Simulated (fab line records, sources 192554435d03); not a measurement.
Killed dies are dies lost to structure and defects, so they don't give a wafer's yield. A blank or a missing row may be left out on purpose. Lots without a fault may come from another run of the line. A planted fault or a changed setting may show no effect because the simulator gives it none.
fab line records | flow n5_finfet
record lots=9 wafers=24 last_day=19
route steps=1938 shown GATE_CUT@491 MOL_CONTACT_COAG@519 BEOL_M4@1111 PASSIVATION@1936
lots that met no fault: from a run of the same line without faults
start_h: hours from the record's first day to the start of the lot's first wafer shown | wait_h: hours since the lot's step before | " the same as in the row above | L1.1+2: a row that stands for several wafers | - no value, or no start given | * or withheld: withheld | < > ~ a bound
route shown NAME@n: a module of which the file shows steps, and the number in the route of the first | usual: mean/standard deviation of fault-free wafers | same: alike in all rows | chamber/n: place in a boat | sites: the reading at each site | _std_site: their standard deviation | _edge_site: outer sites' mean less inner sites' | radius_mm: how far each site lies from the wafer's centre | mask NAME#n: copy n | behind: the tool/chamber that last shaped the wafer | hold: why the lot was held/for how many hours/how that ended | device: the transistor (n, p or np) that didn't switch | end of line: the same wafers' tests at the end of the route | a step without rows: its recipe alone | killed: dies lost to structure and defects at the first sort, not the wafer's yield | map: a wafer's dies, x killed, . not, _ none there
set.NAME: the setting as run; set.NAME@STEP: as run at that earlier step | model.NAME: the simulator's own value behind a step, which no gauge read
steps of the route over a sample of lots; a table a step, a row a wafer
services: from which hour (start_h, from the record's first day; less than 0 if before it) a tool's chamber was out of use, for how many hours, and why
## steps
# step N5_GATE_CUT_ETCH_28
# recipe chemistry=N2/H2 target=underlayer target_depth_a=130 mask_material=CAR-EUV time_s=10.4 ion_energy_ev=200 pressure_mtorr=30 source_w=840 bias_w=150 n2_flow_sccm=200 h2_flow_sccm=200 ends=cleared
# usual drypump_motor_current_A=5.76/0.28 etch_rf_on_time_s=10.5/0.37 n2_flow_sccm=199.9/0.61 oes_product_au=0.67/0.061 rf_vpp_V=523.7/2.4 showerhead_plenum_p_Torr=2.53/0.085 throttle_valve_pct=17.82/0.29
# columns lot.wafer tool chamber start_h wait_h drypump_motor_current_A etch_rf_on_time_s n2_flow_sccm oes_product_au rf_hours_counter_h rf_vpp_V showerhead_plenum_p_Torr throttle_valve_pct
L493.3 rie_diel-05 1 90.87 0.0 5.19 10.4 199.3 0.65 145 521.2 2.42 17.87
L493.4 " 3 " " 5.76 9.8 198.8 0.76 - 521.8 2.48 17.48
L495.1 rie_diel-05 0 111.73 0.0 5.82 10.8 200.5 0.63 164 524.4 2.52 17.81
L495.2 " 3 " " 5.78 10.0 199.4 0.76 65 521.2 2.48 17.48
L495.5 " 0 " " 5.79 10.9 200.6 0.63 - 523.4 2.52 17.80
L496.2 rie_diel-05 1 114.09 0.0 5.16 10.5 200.1 0.63 153 521.0 2.42 17.88
L496.3 " 0 " " 5.77 10.9 200.1 0.62 165 523.4 2.52 17.81
L496.6 " 1 " " 5.14 10.5 199.6 0.64 - 520.5 2.42 17.89
L508.1 rie_diel-01 0 181.55 0.0 5.68 10.4 200.3 0.72 65 521.2 2.47 17.36
L508.2 " 3 " " 5.85 10.0 200.1 0.85 1 526.6 2.57 17.21
L508.4 " 2 " " 5.65 10.3 199.9 0.62 205 526.2 2.64 18.17
L511.1 rie_diel-01 0 200.26 0.0 5.69 10.5 200.9 0.70 72 522.7 2.47 17.37
L511.3 " 2 " " 5.66 10.3 200.0 0.61 211 524.2 2.64 18.19
L512.1 rie_diel-05 0 206.78 0.0 5.82 10.9 200.3 0.61 193 525.7 2.51 17.86
L512.2 " 3 " " 5.76 9.9 200.3 0.73 93 521.2 2.47 17.53
L512.5 " 3 " " 5.76 9.9 200.2 0.73 - 522.2 2.47 17.54
L513.1 rie_diel-06 1 212.22 0.0 6.26 10.2 200.4 0.63 218 520.1 2.42 17.68
L513.5 " 3 " " 5.43 11.0 199.4 0.69 - 526.4 2.69 17.83
L513.6 " 2 " " 6.00 10.8 200.8 0.62 - 522.5 2.47 18.20
L514.3 rie_diel-05 1 220.70 0.0 5.20 10.5 199.2 0.61 185 519.5 2.40 17.95
L514.5 " 1 " " 5.16 10.6 199.4 0.61 - 520.5 2.40 17.94
L514.6 " 0 " " 5.77 10.9 200.8 0.61 - 524.4 2.51 17.88
L515.1 rie_diel-01 0 224.07 0.0 5.64 10.4 199.9 0.70 80 523.3 2.46 17.39
L515.4 " 3 " " 5.87 10.1 199.5 0.80 12 524.7 2.57 17.24
# step N5_GATE_CUT_CUT_ETCH_54
# recipe chemistry=Cl2/BCl3 target=TiN mask_material=SiO2 target_depth_a=967 pressure_mtorr=10 icp_w=1000 bias_w=126 Cl2_flow_sccm=53.25 bcl3_flow_sccm=21.75 Ar_flow_sccm=25 ends=cleared
# usual drypump_motor_current_A=5.6/0.4 etch_rf_on_time_s=37.5/1.7 mfc_ar_sccm=25.00/0.076 mfc_cl2_sccm=53.23/0.17 oes_product_au=0.65/0.11 throttle_valve_pct=22.43/0.28
# columns lot.wafer tool chamber start_h wait_h drypump_motor_current_A etch_rf_on_time_s mfc_ar_sccm mfc_cl2_sccm oes_product_au rf_hours_counter_h throttle_valve_pct
L493.3 rie_metal-03 0 91.31 0.0 5.8 35.7 24.89 53.43 0.54 - 21.94
L493.4 " 1 " " 5.7 39.7 24.93 52.97 0.53 - 22.49
L495.1 rie_metal-01 1 112.15 0.0 6.1 39.1 25.04 53.12 0.88 0 22.38
L495.2 " 0 " " 5.6 37.6 24.93 53.32 0.77 9 22.16
L495.5 " 0 " " 5.6 37.4 25.10 53.40 0.78 - 22.16
L496.2 rie_metal-02 1 114.51 0.0 4.8 35.5 24.99 53.08 0.64 70 22.54
L496.3 " 1 " " 4.8 35.2 25.04 53.15 0.64 - 22.52
L496.6 " 0 " " 5.8 36.2 25.00 52.87 0.58 - 22.90
L508.1 rie_metal-02 1 181.97 0.0 4.8 35.5 25.05 53.38 0.63 75 22.54
L508.2 " 0 " " 5.8 35.8 24.98 53.18 0.58 121 22.89
L508.4 " 1 " " 4.8 35.4 25.02 53.29 0.63 - 22.54
L511.1 rie_metal-02 1 200.68 0.0 4.8 35.3 24.87 53.46 0.63 76 22.54
L511.3 " 1 " " 4.8 35.3 24.92 53.34 0.63 - 22.55
L512.1 rie_metal-02 1 207.20 0.0 4.8 35.5 24.92 53.12 0.62 77 22.55
L512.2 " 0 " " 5.8 35.9 24.93 53.15 0.58 122 22.89
L512.5 " 1 " " 4.8 35.3 24.92 52.95 0.62 - 22.53
L513.1 rie_metal-01 1 212.64 0.0 6.0 39.4 25.01 53.31 0.78 10 22.40
L513.5 " 0 " " 5.6 37.5 25.06 53.12 0.73 - 22.20
L513.6 " 1 " " 6.1 39.4 24.82 53.32 0.79 - 22.40
L514.3 rie_metal-02 0 221.48 0.0 5.8 36.2 25.10 53.59 0.57 - 22.91
L514.5 " 0 " " 5.8 36.5 25.07 53.54 0.57 - 22.92
L514.6 " 1 " " 4.8 36.0 24.92 53.17 0.61 - 22.56
L515.1 rie_metal-01 1 224.49 0.0 6.0 40.1 25.00 53.30 0.77 11 22.41
L515.4 " 1 " " 6.0 39.9 24.95 53.14 0.78 - 22.40
# step N5_GATE_CUT_CUT_ETCH_55
# recipe chemistry=BCl3 target=HfO2 mask_material=SiO2 target_depth_a=32 ion_energy_ev=30 pressure_mtorr=5 icp_w=450 bias_w=18 bcl3_flow_sccm=80
# usual drypump_motor_current_A=5.6/0.4 oes_product_au=0.73/0.13 throttle_valve_pct=33.4/0.49
# columns lot.wafer tool chamber start_h wait_h drypump_motor_current_A oes_product_au rf_hours_counter_h throttle_valve_pct
L493.3 rie_metal-03 0 91.36 0.0 5.7 0.60 - 32.6
L493.4 " 1 " " 5.7 0.62 - 33.2
L495.1 rie_metal-01 1 112.21 0.0 6.1 0.99 0 33.3
L495.2 " 0 " " 5.6 0.85 9 32.9
L495.5 " 0 " " 5.6 0.85 - 32.9
L496.2 rie_metal-02 1 114.57 0.0 4.8 0.70 70 33.9
L496.3 " 1 " " 4.8 0.69 - 33.9
L496.6 " 0 " " 5.8 0.64 - 34.0
L508.1 rie_metal-02 1 182.03 0.0 4.8 0.68 75 33.9
L508.2 " 0 " " 5.8 0.64 121 34.1
L508.4 " 1 " " 4.8 0.69 - 33.9
L511.1 rie_metal-02 1 200.74 0.0 4.8 0.68 76 33.9
L511.3 " 1 " " 4.8 0.68 - 33.9
L512.1 rie_metal-02 1 207.26 0.0 4.8 0.68 77 33.9
L512.2 " 0 " " 5.8 0.64 122 34.1
L512.5 " 1 " " 4.8 0.68 - 33.9
L513.1 rie_metal-01 1 212.70 0.0 6.0 0.88 10 33.3
L513.5 " 0 " " 5.6 0.82 - 32.9
L513.6 " 1 " " 6.0 0.89 - 33.3
L514.3 rie_metal-02 0 221.53 0.0 5.8 0.63 - 34.1
L514.5 " 0 " " 5.8 0.63 - 34.1
L514.6 " 1 " " 4.8 0.68 - 33.9
L515.1 rie_metal-01 1 224.55 0.0 6.1 0.87 11 33.3
L515.4 " 1 " " 6.0 0.88 - 33.3
# step N5_MOL_CONTACT_COAG_COAT_58
# recipe resist=underlayer temp_c=205 time_s=60 spin_rpm=1500 resist_thk_nm=10
# usual heater_power_total_W=391.8/1.3 plate_temp_C=204.99/0.18
# columns lot.wafer tool chamber start_h wait_h heater_power_total_W plate_temp_C
L493.3 litho_track-04 0 94.90 - 389.9 205.10
L493.4 " 0 " " 393.4 205.02
L495.1 litho_track-02 0 115.10 - 364.5 192.54
L495.2 " 0 " " 362.2 192.75
L495.5 " 0 " " 360.5 192.58
L496.2 litho_track-02 0 117.47 - 360.0 192.57
L496.3 " 0 " " 359.5 192.37
L496.6 " 0 " " 359.9 192.36
L508.1 litho_track-04 0 184.92 - 393.0 205.13
L508.2 " 0 " " 392.1 205.00
L508.4 " 0 " " 393.1 205.06
L511.1 litho_track-02 0 203.64 - 392.0 204.90
L511.3 " 0 " " 391.4 205.02
L512.1 litho_track-03 0 210.21 - 390.8 204.62
L512.2 " 0 " " 393.4 204.64
L512.5 " 0 " " 392.5 204.52
L513.1 litho_track-04 0 216.36 - 390.9 204.76
L513.5 " 0 " " 392.3 204.87
L513.6 " 0 " " 391.0 204.96
L514.3 litho_track-03 0 224.77 - 390.3 205.24
L514.5 " 0 " " 391.1 205.30
L514.6 " 0 " " 391.9 205.19
L515.1 litho_track-02 0 227.43 - 390.3 204.86
L515.4 " 0 " " 389.7 204.93
# step N5_BEOL_M4_RC_MEAS_101
# usual DIBL_N=36.4/2.2 DIBL_P=36.3/2.5 IOFF_N=0.17/0.052 IOFF_P=0.23/0.049 ION_N=674/17 ION_P=464/11 SS_N=71.7/0.98 SS_P=73.3/0.84 VT_N=250/4 VT_P=-249/3.8
# columns lot.wafer tool chamber start_h wait_h DIBL_N[mV/V] DIBL_P[mV/V] IOFF_N[nA/um] IOFF_P[nA/um] ION_N[uA/um] ION_P[uA/um] SS_N[mV/dec] SS_P[mV/dec] VT_N[mV] VT_P[mV]
L493.3 prober-01 0 186.41 0.3 36.5 36.3 0.15 0.22 686 466 71.0 72.7 247 -249
L493.4 " 0 " " 34.8 33.8 0.11 0.18 627 440 71.2 73.0 259 -257
L495.1 prober-02 0 228.12 0.0 37.2 36.4 0.19 0.25 657 448 73.0 74.4 248 -247
L495.2 " 0 " " 36.7 37.0 0.18 0.25 676 473 71.9 73.9 248 -246
L495.5 " 0 " " 38.7 39.8 0.22 0.33 654 455 72.3 75.3 247 -245
L496.2 prober-01 0 233.31 0.2 38.7 37.6 0.22 0.29 687 473 72.3 73.4 246 -240
L496.3 " 0 " " 35.7 36.6 0.16 0.28 683 483 71.7 73.1 250 -239
L496.6 " 0 " " 39.7 41.8 0.26 0.42 714 495 71.7 74.6 241 -238
L511.1 prober-02 0 317.45 0.0 36.8 36.9 0.18 0.24 689 468 71.7 72.9 245 -248
L511.3 " 0 " " 38.1 38.4 0.19 0.25 679 463 72.0 73.9 246 -245
L508.1 prober-01 0 321.84 0.0 38.8 38.8 0.24 0.27 700 478 71.9 74.3 243 -243
L508.2 " 0 " " 38.0 36.3 0.21 0.22 649 447 73.6 74.4 248 -251
L508.4 " 0 " " 38.1 37.9 0.20 0.25 688 467 72.5 73.7 245 -247
L512.1 prober-01 0 326.37 0.0 33.2 33.6 0.11 0.17 667 459 70.6 71.8 252 -249
L512.2 " 0 " " 37.1 37.4 0.18 0.23 695 472 72.1 72.9 244 -244
L512.5 " 0 " " 35.7 35.1 0.15 0.18 659 451 70.6 72.5 251 -252
L513.1 prober-02 0 331.96 0.0 35.2 34.1 0.15 0.20 683 464 71.3 72.3 249 -251
L513.5 " 0 " " 35.0 34.6 0.14 0.20 675 466 71.2 72.1 251 -250
L513.6 " 0 " " 36.6 36.3 0.17 0.23 689 470 72.5 73.7 249 -249
L514.3 prober-01 0 348.84 0.3 35.3 35.1 0.15 0.21 679 470 71.6 73.5 252 -248
L514.5 " 0 " " 37.2 37.3 0.19 0.24 687 470 71.8 73.9 247 -249
L514.6 " 0 " " 32.0 30.7 0.11 0.16 676 470 69.8 72.2 255 -253
L515.1 prober-01 0 349.46 0.7 33.5 34.5 0.12 0.19 652 459 71.2 72.9 255 -249
L515.4 " 0 " " 34.1 34.9 0.14 0.20 674 470 70.4 71.8 248 -249
# step N5_PASSIVATION_PROBE_49
# usual defect_limited_yield=91.2/1.4 killed_at_M0_to_M3=34/9.3 killed_at_M4_up=14/5.9 killed_at_contacts=14/5.7 killed_at_front_end=38/10 killed_at_other=4/3.2 killed_dies=104/17 killed_open=67/13 killed_short=33/6.9 sort_bin_5_function=5.2/1 sort_bin_6_memory=3.3/0.61 sort_bin_8_speed=0.3/1.8 sort_n_pass=1069/52 sort_yield_pct=91/4.4
# same gross_dies=1180 killed_at_back_side=0 sort_bin_4_leakage[%]=0
# columns lot.wafer tool chamber start_h wait_h defect_limited_yield[%] killed_at_M0_to_M3 killed_at_M4_up killed_at_contacts killed_at_front_end killed_at_other killed_dies killed_open killed_short sort_bin_5_function[%] sort_bin_6_memory[%] sort_bin_8_speed[%] sort_n_pass sort_yield_pct[%]
L496.2 prober-01 - 332.20 0.1 87.9 27 18 60 32 6 143 66 38 9.0 2.9 0 1037 88
L495.2 prober-01 - 335.98 0.1 88.3 50 23 17 36 12 138 88 38 7.3 4.0 0 1042 88
L513.1 prober-02 - 438.40 0.0 91.3 33 15 21 33 1 103 66 33 5.3 3.1 0 1077 91
L513.5 prober-02 - 438.60 0.2 93.0 28 8 12 32 3 83 59 19 3.9 2.8 0 1097 93
L513.6 prober-02 - 438.65 0.3 92.9 26 4 7 45 2 84 46 34 4.2 2.6 0 1096 93
# killed by level:class
L496.2 MOL_CONTACT_COAG:area_etch=37 MOL_CONTACT_COAG:geometric_particle:open=16 STI_FIN_REVEAL:geometric_particle:open=14 BEOL_M0_SAQP:geometric_particle:short=12 MOL_CONTACT_COAG:geometric_particle:short=7 FIN_SAQP:geometric_particle:open=5 BEOL_M5:geometric_particle:open=4 BEOL_M0_SAQP:geometric_particle:open=4
L495.2 MOL_CONTACT_COAG:geometric_particle:open=14 BEOL_M4:geometric_particle:open=11 BEOL_M3:geometric_particle:open=11 BEOL_M1:geometric_particle:open=9 BEOL_M2:geometric_particle:short=9 FIN_SAQP:geometric_particle:short=7 BEOL_M0_SAQP:geometric_particle:open=7 PASSIVATION:area_etch=6
L513.1 MOL_CONTACT_COAG:geometric_particle:open=16 STI_FIN_REVEAL:geometric_particle:open=10 BEOL_M2:geometric_particle:open=10 BEOL_M4:geometric_particle:open=6 BEOL_M0_SAQP:geometric_particle:short=5 BEOL_M1:geometric_particle:open=5 BEOL_M2:geometric_particle:short=5 DUMMY_GATE:geometric_particle:open=4
L513.5 MOL_CONTACT_COAG:geometric_particle:open=12 STI_FIN_REVEAL:geometric_particle:open=9 BEOL_M3:geometric_particle:open=7 DUMMY_GATE:geometric_particle:open=6 BEOL_M0_SAQP:geometric_particle:short=6 BEOL_M0_SAQP:geometric_particle:open=5 BEOL_M2:geometric_particle:open=4 GATE_CUT:geometric_particle:short=3
L513.6 STI_FIN_REVEAL:geometric_particle:open=12 BEOL_M0_SAQP:geometric_particle:short=9 STI_FIN_REVEAL:geometric_particle:short=7 BEOL_M3:geometric_particle:open=6 GATE_CUT:geometric_particle:short=5 MOL_CONTACT_COAG:geometric_particle:open=5 BEOL_M0_SAQP:geometric_particle:open=5 DUMMY_GATE:geometric_particle:open=4
## services
# columns tool chamber start_h hours kind
rie_metal-01 - 67.95 0.4 repair
rie_metal-01 1 82.44 - clean
rie_metal-01 1 82.44 28.9 scheduled_down
rie_metal-01 1 82.44 28.9 vent_cycle
rie_diel-05 2 86.52 6.5 repair
litho_track-02 - 115.96 - consumable_replace:filter
rie_diel-06 - 132.24 0.2 repair
litho_track-03 - 132.72 - consumable_replace:filter
rie_diel-01 2 137.63 13.2 repair
rie_diel-06 - 142.13 0.4 repair
rie_metal-02 - 144.65 0.8 repair
rie_diel-01 3 145.39 3.7 repair
rie_diel-01 3 150.88 - clean
rie_diel-01 3 150.88 - consumable_replace:focus_ring
rie_diel-01 3 150.88 19.4 scheduled_down
rie_diel-01 3 150.88 19.4 vent_cycle
rie_diel-05 3 162.96 6.1 repair
rie_diel-05 2 176.92 13.9 repair
rie_diel-06 0 177.68 4.9 repair
rie_diel-06 - 185.73 0.7 repair
rie_diel-01 3 191.61 6.5 repair
rie_metal-02 - 204.99 0.6 repair
rie_metal-01 - 219.62 2.8 pm
rie_diel-01 1 226.27 14.9 repair
## key
first_sign step=N5_MOL_CONTACT_COAG_COAT_58 reading=plate_temp_C direction=down sigmas=69 usual=* struck=*
effect step=N5_MOL_CONTACT_COAG_COAT_58 reading=heater_power_total_W direction=down sigmas=24 usual=* struck=*
met_at N5_MOL_CONTACT_COAG_COAT_58
struck_lots L495,L496
baseline_loss step=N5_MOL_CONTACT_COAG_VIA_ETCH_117 wafers=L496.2
not_acting_at N5_GATE_CUT_ETCH_28,N5_GATE_CUT_CUT_ETCH_54,N5_GATE_CUT_CUT_ETCH_55
fault kind=process_parameter_drift tool=litho_track-02 chamber=- onset_h=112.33 steps=N5_MOL_CONTACT_COAG_COAT_58 channel=temp_c offset=* shape=step end_h=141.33 acts_in=* stated=*
# baseline_loss: these wafers lose ten dies or more at that step, a loss of the line's own and not of a fault; the sort's usual values leave them out
